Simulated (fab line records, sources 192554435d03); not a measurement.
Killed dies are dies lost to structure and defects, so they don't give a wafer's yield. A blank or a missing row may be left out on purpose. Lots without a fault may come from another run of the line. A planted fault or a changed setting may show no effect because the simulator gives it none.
Chamber matching | flow n5_finfet | N5_BEOL_M14_ETCH_68 on rie_diel-06: 4 sister chambers
The step etches SOC in N2/H2, time 450 s. 4 wafers are shown with their chamber, then 8 later ones without.

WAFERS WITH THEIR CHAMBER
wafer  | chamber | drypump_motor_current_A (A)
L078.1 | 0       | 5.0
L082.3 | 3       | 6.7
L082.6 | 1       | 5.1
L084.1 | 2       | 6.5

WAFERS WITHOUT THEIR CHAMBER
wafer  | drypump_motor_current_A (A)
L084.3 | 5.1
L084.5 | 5.0
L094.1 | 5.1
L094.4 | 6.4
L094.5 | 6.4
L097.2 | 6.5
L097.3 | 5.1
L097.5 | 5.0

WHICH CHAMBER EACH WENT THROUGH
wafer  | from the rows above | in truth
L084.3 | 1                   | 1
L084.5 | 0                   | 0
L094.1 | 1                   | 1
L094.4 | 2                   | 2
L094.5 | 2                   | 2
L097.2 | 2                   | 2
L097.3 | 1                   | 1
L097.5 | 0                   | 0
Placed correctly: 8 of 8. Can't be placed from these rows: 0. Placed wrongly: 0.
How it was worked out, from the rows above alone: a wafer's distance from a chamber is the root of the sum, over the readings, of the square of ((its reading less the chamber's mean) divided by the reading's scatter). The wafer belongs to the nearest chamber; if the next one is less than 2 further off, it can't be placed. A chamber's mean is the mean of its shown wafers. The scatter: with one shown wafer a chamber, the root of the mean of the squares of how far each hidden wafer lies from its nearest shown one.
